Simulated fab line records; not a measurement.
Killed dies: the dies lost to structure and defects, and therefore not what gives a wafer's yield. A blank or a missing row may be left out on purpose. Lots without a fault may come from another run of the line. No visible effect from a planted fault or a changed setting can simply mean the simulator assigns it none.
Which tool was responsible? || flow n5_finfet || 72 wafers from 24 lots sampled at 4 of the route's 1938 steps

WHAT EACH GAUGE READ, for each wafer
N5_BEOL_M1_THK_MEAS_01.
{"lot": "L074", "measured": "day 6 01:34", "on": "film_metro-02", "M1_ILD_THK (nm)": "77.1 77.3 78.3"}
{"lot": "L075", "measured": "day 6 07:56", "on": "film_metro-01", "M1_ILD_THK (nm)": "78.9 79.5 79.8"}
{"lot": "L076", "measured": "day 6 11:20", "on": "film_metro-01", "M1_ILD_THK (nm)": "77.1 77.2 79.2"}
{"lot": "L077", "measured": "day 6 17:38", "on": "film_metro-02", "M1_ILD_THK (nm)": "80.1 78.3 81.0"}
{"lot": "L078", "measured": "day 6 21:00", "on": "film_metro-02", "M1_ILD_THK (nm)": "77.9 77.7 80.0"}
{"lot": "L079", "measured": "day 7 06:47", "on": "film_metro-01", "M1_ILD_THK (nm)": "78.2 79.7 78.7"}
{"lot": "L080", "measured": "day 7 10:50", "on": "film_metro-02", "M1_ILD_THK (nm)": "76.9 77.5 78.0"}
{"lot": "L081", "measured": "day 7 19:25", "on": "film_metro-02", "M1_ILD_THK (nm)": "78.5 78.6 79.3"}
{"lot": "L082", "measured": "day 7 23:14", "on": "film_metro-01", "M1_ILD_THK (nm)": "79.3 78.0 77.3"}
{"lot": "L083", "measured": "day 8 10:01", "on": "film_metro-01", "M1_ILD_THK (nm)": "77.5 78.0 76.2"}
{"lot": "L084", "measured": "day 8 15:21", "on": "film_metro-02", "M1_ILD_THK (nm)": "76.0 76.1 77.7"}
{"lot": "L085", "measured": "day 8 17:52", "on": "film_metro-02", "M1_ILD_THK (nm)": "78.8 78.7 78.8"}
{"lot": "L086", "measured": "day 8 23:23", "on": "film_metro-02", "M1_ILD_THK (nm)": "76.8 79.1 79.0"}
{"lot": "L087", "measured": "day 9 05:34", "on": "film_metro-02", "M1_ILD_THK (nm)": "78.8 79.9 79.5"}
{"lot": "L088", "measured": "day 9 18:43", "on": "film_metro-02", "M1_ILD_THK (nm)": "78.1 79.7 80.4"}
{"lot": "L090", "measured": "day 9 23:05", "on": "film_metro-01", "M1_ILD_THK (nm)": "79.5 80.1 79.5"}
{"lot": "L089", "measured": "day 10 01:17", "on": "film_metro-01", "M1_ILD_THK (nm)": "78.0 79.9 80.6"}
{"lot": "L092", "measured": "day 10 14:25", "on": "film_metro-01", "M1_ILD_THK (nm)": "77.6 80.2 79.0"}
{"lot": "L091", "measured": "day 10 17:55", "on": "film_metro-01", "M1_ILD_THK (nm)": "77.6 79.2 79.5"}
{"lot": "L093", "measured": "day 10 18:37", "on": "film_metro-01", "M1_ILD_THK (nm)": "79.4 77.6 80.2"}
{"lot": "L094", "measured": "day 10 22:04", "on": "film_metro-02", "M1_ILD_THK (nm)": "79.7 80.2 81.9"}
{"lot": "L095", "measured": "day 11 07:58", "on": "film_metro-02", "M1_ILD_THK (nm)": "79.4 78.0 80.1"}
{"lot": "L096", "measured": "day 11 15:13", "on": "film_metro-02", "M1_ILD_THK (nm)": "78.4 76.8 78.7"}
{"lot": "L097", "measured": "day 11 19:25", "on": "film_metro-02", "M1_ILD_THK (nm)": "78.8 78.3 78.8"}

N5_BEOL_M1_CD_MEAS_35: target cd 18 nm, target cd y 21 nm.
{"lot": "L074", "measured": "day 6 06:25", "on": "cd_sem-03", "cd_nm (nm)": "17.9 18.6 18.0"}
{"lot": "L075", "measured": "day 6 14:41", "on": "cd_sem-03", "cd_nm (nm)": "17.6 17.7 17.9"}
{"lot": "L076", "measured": "day 6 18:50", "on": "cd_sem-03", "cd_nm (nm)": "18.1 18.7 18.2"}
{"lot": "L077", "measured": "day 7 11:11", "on": "cd_sem-01", "cd_nm (nm)": "17.9 17.9 18.6"}
{"lot": "L078", "measured": "day 7 11:25", "on": "cd_sem-02", "cd_nm (nm)": "18.0 18.9 18.1"}
{"lot": "L079", "measured": "day 7 14:40", "on": "cd_sem-01", "cd_nm (nm)": "18.6 18.0 18.8"}
{"lot": "L080", "measured": "day 7 21:10", "on": "cd_sem-03", "cd_nm (nm)": "18.7 18.5 18.7"}
{"lot": "L081", "measured": "day 8 00:43", "on": "cd_sem-03", "cd_nm (nm)": "18.7 18.5 18.6"}
{"lot": "L082", "measured": "day 8 05:21", "on": "cd_sem-01", "cd_nm (nm)": "17.9 18.0 17.5"}
{"lot": "L083", "measured": "day 8 18:49", "on": "cd_sem-02", "cd_nm (nm)": "18.0 18.6 18.3"}
{"lot": "L084", "measured": "day 9 04:07", "on": "cd_sem-03", "cd_nm (nm)": "18.6 17.9 17.7"}
{"lot": "L085", "measured": "day 8 21:56", "on": "cd_sem-01", "cd_nm (nm)": "18.1 17.7 18.2"}
{"lot": "L086", "measured": "day 9 04:35", "on": "cd_sem-01", "cd_nm (nm)": "18.3 18.0 18.1"}
{"lot": "L087", "measured": "day 9 12:00", "on": "cd_sem-01", "cd_nm (nm)": "17.4 17.6 18.4"}
{"lot": "L088", "measured": "day 10 05:03", "on": "cd_sem-01", "cd_nm (nm)": "17.2 18.0 18.2"}
{"lot": "L090", "measured": "day 10 04:49", "on": "cd_sem-02", "cd_nm (nm)": "18.2 18.3 17.9"}
{"lot": "L089", "measured": "day 10 09:50", "on": "cd_sem-02", "cd_nm (nm)": "17.9 17.8 17.9"}
{"lot": "L092", "measured": "day 10 17:32", "on": "cd_sem-03", "cd_nm (nm)": "18.1 18.6 18.3"}
{"lot": "L091", "measured": "day 10 22:33", "on": "cd_sem-03", "cd_nm (nm)": "18.4 18.0 17.8"}
{"lot": "L093", "measured": "day 11 08:58", "on": "cd_sem-01", "cd_nm (nm)": "17.8 18.7 18.3"}
{"lot": "L094", "measured": "day 11 09:01", "on": "cd_sem-03", "cd_nm (nm)": "18.2 17.6 18.1"}
{"lot": "L095", "measured": "day 11 15:24", "on": "cd_sem-01", "cd_nm (nm)": "17.8 17.6 17.3"}
{"lot": "L096", "measured": "day 11 21:47", "on": "cd_sem-03", "cd_nm (nm)": "18.5 18.6 18.4"}
{"lot": "L097", "measured": "day 12 03:44", "on": "cd_sem-03", "cd_nm (nm)": "17.9 17.8 18.7"}

WHAT TOOL EACH LOT RAN ON (gives the tool, then ch and the chambers of the sampled wafers, and finally the start)
{"lot": "L074", "N5_BEOL_M0_ANNEAL_135": "pvd_sputter-02, day 6 00:17", "N5_BEOL_M1_STRIP_66": "rie_diel-01 ch 1,2,3, day 6 04:09"}
{"lot": "L075", "N5_BEOL_M0_ANNEAL_135": "pvd_sputter-02, day 6 06:41", "N5_BEOL_M1_STRIP_66": "rie_diel-03 ch 1,3, day 6 10:41"}
{"lot": "L076", "N5_BEOL_M0_ANNEAL_135": "pvd_sputter-03, day 6 09:47", "N5_BEOL_M1_STRIP_66": "rie_diel-04 ch 1,2,3, day 6 14:43"}
{"lot": "L077", "N5_BEOL_M0_ANNEAL_135": "pvd_sputter-01, day 6 16:12", "N5_BEOL_M1_STRIP_66": "rie_diel-01 ch 1,2, day 6 19:17"}
{"lot": "L078", "N5_BEOL_M0_ANNEAL_135": "pvd_sputter-02, day 6 19:46", "N5_BEOL_M1_STRIP_66": "rie_diel-03 ch 0,1,2, day 6 23:14"}
{"lot": "L079", "N5_BEOL_M0_ANNEAL_135": "pvd_sputter-02, day 7 05:34", "N5_BEOL_M1_STRIP_66": "rie_diel-04 ch 1,2, day 7 08:13"}
{"lot": "L080", "N5_BEOL_M0_ANNEAL_135": "pvd_sputter-01, day 7 09:11", "N5_BEOL_M1_STRIP_66": "rie_diel-04 ch 0,3, day 7 12:29"}
{"lot": "L081", "N5_BEOL_M0_ANNEAL_135": "pvd_sputter-01, day 7 18:10", "N5_BEOL_M1_STRIP_66": "rie_diel-04 ch 0,1, day 7 21:13"}
{"lot": "L082", "N5_BEOL_M0_ANNEAL_135": "pvd_sputter-03, day 7 21:55", "N5_BEOL_M1_STRIP_66": "rie_diel-01 ch 0,1,2, day 8 01:45"}
{"lot": "L083", "N5_BEOL_M0_ANNEAL_135": "pvd_sputter-02, day 8 08:47", "N5_BEOL_M1_STRIP_66": "rie_diel-01 ch 1,2,3, day 8 11:25"}
{"lot": "L084", "N5_BEOL_M0_ANNEAL_135": "pvd_sputter-03, day 8 14:05", "N5_BEOL_M1_STRIP_66": "rie_diel-03 ch 1,2,3, day 8 16:19"}
{"lot": "L085", "N5_BEOL_M0_ANNEAL_135": "pvd_sputter-02, day 8 16:16", "N5_BEOL_M1_STRIP_66": "rie_diel-04 ch 0,2,3, day 8 19:50"}
{"lot": "L086", "N5_BEOL_M0_ANNEAL_135": "pvd_sputter-02, day 8 22:10", "N5_BEOL_M1_STRIP_66": "rie_diel-01 ch 0,2,3, day 9 02:35"}
{"lot": "L087", "N5_BEOL_M0_ANNEAL_135": "pvd_sputter-01, day 9 04:12", "N5_BEOL_M1_STRIP_66": "rie_diel-03 ch 0,1,2, day 9 08:29"}
{"lot": "L088", "N5_BEOL_M0_ANNEAL_135": "pvd_sputter-03, day 9 17:29", "N5_BEOL_M1_STRIP_66": "rie_diel-03 ch 0,2,3, day 9 21:19"}
{"lot": "L090", "N5_BEOL_M0_ANNEAL_135": "pvd_sputter-02, day 9 21:49", "N5_BEOL_M1_STRIP_66": "rie_diel-03 ch 1,2, day 10 01:53"}
{"lot": "L089", "N5_BEOL_M0_ANNEAL_135": "pvd_sputter-03, day 9 22:59", "N5_BEOL_M1_STRIP_66": "rie_diel-01 ch 0,3, day 10 04:03"}
{"lot": "L092", "N5_BEOL_M0_ANNEAL_135": "pvd_sputter-01, day 10 13:07", "N5_BEOL_M1_STRIP_66": "rie_diel-04 ch 1,2, day 10 15:32"}
{"lot": "L091", "N5_BEOL_M0_ANNEAL_135": "pvd_sputter-03, day 10 15:46", "N5_BEOL_M1_STRIP_66": "rie_diel-03 ch 1,2, day 10 19:05"}
{"lot": "L093", "N5_BEOL_M0_ANNEAL_135": "pvd_sputter-02, day 10 17:25", "N5_BEOL_M1_STRIP_66": "rie_diel-04 ch 0,2, day 10 22:37"}
{"lot": "L094", "N5_BEOL_M0_ANNEAL_135": "pvd_sputter-02, day 10 20:47", "N5_BEOL_M1_STRIP_66": "rie_diel-03 ch 1,2, day 10 23:07"}
{"lot": "L095", "N5_BEOL_M0_ANNEAL_135": "pvd_sputter-02, day 11 06:44", "N5_BEOL_M1_STRIP_66": "rie_diel-03 ch 0,1, day 11 09:47"}
{"lot": "L096", "N5_BEOL_M0_ANNEAL_135": "pvd_sputter-02, day 11 13:58", "N5_BEOL_M1_STRIP_66": "rie_diel-04 ch 1,2,3, day 11 16:31"}
{"lot": "L097", "N5_BEOL_M0_ANNEAL_135": "pvd_sputter-03, day 11 17:53", "N5_BEOL_M1_STRIP_66": "rie_diel-04 ch 0,2,3, day 11 22:22"}
- N5_BEOL_M0_ANNEAL_135: time 60 s.
- N5_BEOL_M1_STRIP_66: strips in CF4.

AS READ BY THE TOOLS THEMSELVES (means over the sampled wafers that have a number; for cases with no such wafer, the mark the record gives instead)
N5_BEOL_M0_ANNEAL_135.
{"lot": "L074", "tool": "pvd_sputter-02", "heater_power_w (W)": 797}
{"lot": "L075", "tool": "pvd_sputter-02", "heater_power_w (W)": 802}
{"lot": "L076", "tool": "pvd_sputter-03", "heater_power_w (W)": 851}
{"lot": "L077", "tool": "pvd_sputter-01", "heater_power_w (W)": 754}
{"lot": "L078", "tool": "pvd_sputter-02", "heater_power_w (W)": 866}
{"lot": "L079", "tool": "pvd_sputter-02", "heater_power_w (W)": 765}
{"lot": "L080", "tool": "pvd_sputter-01", "heater_power_w (W)": 861}
{"lot": "L081", "tool": "pvd_sputter-01", "heater_power_w (W)": 923}
{"lot": "L082", "tool": "pvd_sputter-03", "heater_power_w (W)": 817}
{"lot": "L083", "tool": "pvd_sputter-02", "heater_power_w (W)": 798}
{"lot": "L084", "tool": "pvd_sputter-03", "heater_power_w (W)": 810}
{"lot": "L085", "tool": "pvd_sputter-02", "heater_power_w (W)": 731}
{"lot": "L086", "tool": "pvd_sputter-02", "heater_power_w (W)": 765}
{"lot": "L087", "tool": "pvd_sputter-01", "heater_power_w (W)": 864}
{"lot": "L088", "tool": "pvd_sputter-03", "heater_power_w (W)": 817}
{"lot": "L090", "tool": "pvd_sputter-02", "heater_power_w (W)": 826}
{"lot": "L089", "tool": "pvd_sputter-03", "heater_power_w (W)": 813}
{"lot": "L092", "tool": "pvd_sputter-01", "heater_power_w (W)": 868}
{"lot": "L091", "tool": "pvd_sputter-03", "heater_power_w (W)": 813}
{"lot": "L093", "tool": "pvd_sputter-02", "heater_power_w (W)": 765}
{"lot": "L094", "tool": "pvd_sputter-02", "heater_power_w (W)": 792}
{"lot": "L095", "tool": "pvd_sputter-02", "heater_power_w (W)": 826}
{"lot": "L096", "tool": "pvd_sputter-02", "heater_power_w (W)": 782}
{"lot": "L097", "tool": "pvd_sputter-03", "heater_power_w (W)": 849}

N5_BEOL_M1_STRIP_66.
{"lot": "L074", "tool": "rie_diel-01", "drypump_motor_current_A (A)": 6.0, "oes_product_au (a.u.)": 0.75, "rf_vpp_V (V)": 270.9, "showerhead_plenum_p_Torr (Torr)": 1.77, "throttle_valve_pct (%)": 13.69}
{"lot": "L075", "tool": "rie_diel-03", "drypump_motor_current_A (A)": 5.7, "oes_product_au (a.u.)": 0.74, "rf_vpp_V (V)": 271.4, "showerhead_plenum_p_Torr (Torr)": 1.80, "throttle_valve_pct (%)": 13.65}
{"lot": "L076", "tool": "rie_diel-04", "drypump_motor_current_A (A)": 5.6, "oes_product_au (a.u.)": 0.78, "rf_vpp_V (V)": 270.6, "showerhead_plenum_p_Torr (Torr)": 1.77, "throttle_valve_pct (%)": 13.47}
{"lot": "L077", "tool": "rie_diel-01", "drypump_motor_current_A (A)": 6.2, "oes_product_au (a.u.)": 0.73, "rf_vpp_V (V)": 271.4, "showerhead_plenum_p_Torr (Torr)": 1.81, "throttle_valve_pct (%)": 13.63}
{"lot": "L078", "tool": "rie_diel-03", "drypump_motor_current_A (A)": 5.6, "oes_product_au (a.u.)": 0.82, "rf_vpp_V (V)": 272.3, "showerhead_plenum_p_Torr (Torr)": 1.84, "throttle_valve_pct (%)": 13.57}
{"lot": "L079", "tool": "rie_diel-04", "drypump_motor_current_A (A)": 5.8, "oes_product_au (a.u.)": 0.81, "rf_vpp_V (V)": 270.0, "showerhead_plenum_p_Torr (Torr)": 1.74, "throttle_valve_pct (%)": 13.46}
{"lot": "L080", "tool": "rie_diel-04", "drypump_motor_current_A (A)": 5.2, "oes_product_au (a.u.)": 0.79, "rf_vpp_V (V)": 272.0, "showerhead_plenum_p_Torr (Torr)": 1.81, "throttle_valve_pct (%)": 13.43}
{"lot": "L081", "tool": "rie_diel-04", "drypump_motor_current_A (A)": 5.7, "oes_product_au (a.u.)": 0.82, "rf_vpp_V (V)": 270.9, "showerhead_plenum_p_Torr (Torr)": 1.80, "throttle_valve_pct (%)": 13.51}
{"lot": "L082", "tool": "rie_diel-01", "drypump_motor_current_A (A)": 6.0, "oes_product_au (a.u.)": 0.76, "rf_vpp_V (V)": 271.0, "showerhead_plenum_p_Torr (Torr)": 1.81, "throttle_valve_pct (%)": 13.57}
{"lot": "L083", "tool": "rie_diel-01", "drypump_motor_current_A (A)": 6.0, "oes_product_au (a.u.)": 0.73, "rf_vpp_V (V)": 269.8, "showerhead_plenum_p_Torr (Torr)": 1.77, "throttle_valve_pct (%)": 13.71}
{"lot": "L084", "tool": "rie_diel-03", "drypump_motor_current_A (A)": 5.6, "oes_product_au (a.u.)": 0.75, "rf_vpp_V (V)": 271.7, "showerhead_plenum_p_Torr (Torr)": 1.81, "throttle_valve_pct (%)": 13.68}
{"lot": "L085", "tool": "rie_diel-04", "drypump_motor_current_A (A)": 5.6, "oes_product_au (a.u.)": 0.75, "rf_vpp_V (V)": 270.6, "showerhead_plenum_p_Torr (Torr)": 1.78, "throttle_valve_pct (%)": 13.61}
{"lot": "L086", "tool": "rie_diel-01", "drypump_motor_current_A (A)": 5.9, "oes_product_au (a.u.)": 0.77, "rf_vpp_V (V)": 270.9, "showerhead_plenum_p_Torr (Torr)": 1.81, "throttle_valve_pct (%)": 13.59}
{"lot": "L087", "tool": "rie_diel-03", "drypump_motor_current_A (A)": 5.5, "oes_product_au (a.u.)": 0.80, "rf_vpp_V (V)": 272.5, "showerhead_plenum_p_Torr (Torr)": 1.84, "throttle_valve_pct (%)": 13.61}
{"lot": "L088", "tool": "rie_diel-03", "drypump_motor_current_A (A)": 5.7, "oes_product_au (a.u.)": 0.76, "rf_vpp_V (V)": 272.7, "showerhead_plenum_p_Torr (Torr)": 1.84, "throttle_valve_pct (%)": 13.80}
{"lot": "L090", "tool": "rie_diel-03", "drypump_motor_current_A (A)": 5.5, "oes_product_au (a.u.)": 0.78, "rf_vpp_V (V)": 272.1, "showerhead_plenum_p_Torr (Torr)": 1.81, "throttle_valve_pct (%)": 13.51}
{"lot": "L089", "tool": "rie_diel-01", "drypump_motor_current_A (A)": 5.8, "oes_product_au (a.u.)": 0.80, "rf_vpp_V (V)": 271.4, "showerhead_plenum_p_Torr (Torr)": 1.80, "throttle_valve_pct (%)": 13.51}
{"lot": "L092", "tool": "rie_diel-04", "drypump_motor_current_A (A)": 5.8, "oes_product_au (a.u.)": 0.79, "rf_vpp_V (V)": 269.7, "showerhead_plenum_p_Torr (Torr)": 1.73, "throttle_valve_pct (%)": 13.50}
{"lot": "L091", "tool": "rie_diel-03", "drypump_motor_current_A (A)": 5.4, "oes_product_au (a.u.)": 0.77, "rf_vpp_V (V)": 272.2, "showerhead_plenum_p_Torr (Torr)": 1.80, "throttle_valve_pct (%)": 13.53}
{"lot": "L093", "tool": "rie_diel-04", "drypump_motor_current_A (A)": 5.8, "oes_product_au (a.u.)": 0.74, "rf_vpp_V (V)": 270.5, "showerhead_plenum_p_Torr (Torr)": 1.78, "throttle_valve_pct (%)": 13.76}
{"lot": "L094", "tool": "rie_diel-03", "drypump_motor_current_A (A)": 5.5, "oes_product_au (a.u.)": 0.75, "rf_vpp_V (V)": 271.3, "showerhead_plenum_p_Torr (Torr)": 1.82, "throttle_valve_pct (%)": 13.71}
{"lot": "L095", "tool": "rie_diel-03", "drypump_motor_current_A (A)": 5.6, "oes_product_au (a.u.)": 0.82, "rf_vpp_V (V)": 272.9, "showerhead_plenum_p_Torr (Torr)": 1.85, "throttle_valve_pct (%)": 13.59}
{"lot": "L096", "tool": "rie_diel-04", "drypump_motor_current_A (A)": 5.6, "oes_product_au (a.u.)": 0.75, "rf_vpp_V (V)": 270.7, "showerhead_plenum_p_Torr (Torr)": 1.76, "throttle_valve_pct (%)": 13.54}
{"lot": "L097", "tool": "rie_diel-04", "drypump_motor_current_A (A)": 5.6, "oes_product_au (a.u.)": 0.74, "rf_vpp_V (V)": 270.8, "showerhead_plenum_p_Torr (Torr)": 1.78, "throttle_valve_pct (%)": 13.65}

THE ANSWER, worked out from the rows above alone
Rule: the usual values come from the lots themselves. Put in order of their means at a reading, lots are off if they are a third of the lots or fewer, leave a main group of 4 or more, and stand apart from it by a gap of 3 or more times the standard deviation of the main group's means; of several such gaps the widest counts. The tables above print the reading to a certain number of digits; a main group whose means all agree to those digits is not used. Also off: a lot with no number at a reading for which 4 or more lots have one. Any other lot the step has rows for is counted as sound. The gauges are gone through in route order, then the tools' own readings, and for those a lot's mean is taken as printed above. The first step at which some lot is off is used, and at that step the reading that is off furthest; a lot without a number counts as furthest.
No lot is off on any of the readings shown, so nothing can be concluded from this.

WHAT THE SIMULATOR HAD INSERTED
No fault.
